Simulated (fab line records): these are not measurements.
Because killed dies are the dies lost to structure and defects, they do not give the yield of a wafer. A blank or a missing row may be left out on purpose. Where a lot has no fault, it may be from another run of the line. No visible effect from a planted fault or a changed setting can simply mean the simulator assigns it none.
Matching of chambers	flow n5 finfet	pecvd-02 running N5_BEOL_M5_DEP_56: 3 sister chambers
The step deposits SiCN from 3MS/NH3, target thk 8 nm, time 14 s. 18 wafers are shown with their chamber, then 9 later ones without.

## WAFERS WITH THEIR CHAMBER
wafer	chamber	showerhead plenum p Torr (Torr)	throttle valve pct (%)
L078.1	1	3.664	9.2
L078.2	0	3.666	8.6
L078.3	1	3.662	9.5
L078.4	0	3.672	8.7
L078.5	1	3.659	9.2
L078.6	0	3.671	9.1
L079.1	1	3.658	9.5
L079.2	0	3.661	8.5
L079.3	0	3.674	8.7
L079.4	1	3.657	9.3
L079.5	0	3.658	8.7
L079.6	1	3.662	9.4
L080.2	1	3.651	9.5
L080.3	0	3.669	8.7
L080.6	1	3.654	9.4
L082.2	1	3.663	9.7
L082.4	2	3.634	8.7
L082.5	0	3.671	8.8

SIGNATURES (means of the wafers above)
reading	chamber 0	chamber 1	chamber 2	scatter within a chamber
showerhead plenum p Torr	3.66775	3.65889	3.63400	0.00501
throttle valve pct	8.725	9.411	8.700	0.168
Rule: a wafer's distance from a chamber is the root of the sum, over the readings, of the square of ((its reading less the chamber's mean) divided by the reading's scatter). The wafer belongs to the nearest chamber; if the next one is less than 2 further off, it can't be placed. The scatter: the root of (the sum of the squares of (reading less its chamber's mean) over the shown wafers, divided by (wafers less chambers)).

## WAFERS WHOSE CHAMBER IS MISSING
wafer	showerhead plenum p Torr (Torr)	throttle valve pct (%)
L081.3	3.674	8.8
L081.5	3.664	8.8
L081.6	3.664	9.6
L086.4	3.633	8.6
L086.5	3.658	8.6
L086.6	3.662	9.3
L091.1	3.632	8.5
L091.3	3.663	9.3
L091.6	3.675	8.9

## WHICH CHAMBER EACH ONE RAN IN
wafer	from the rows above	in truth
L081.3	0	0
L081.5	0	0
L081.6	1	1
L086.4	2	2
L086.5	0	0
L086.6	1	1
L091.1	2	2
L091.3	1	1
L091.6	0	0
Correct placement for 9 of the 9. Number that these rows cannot place: 0. Number placed wrongly: 0.
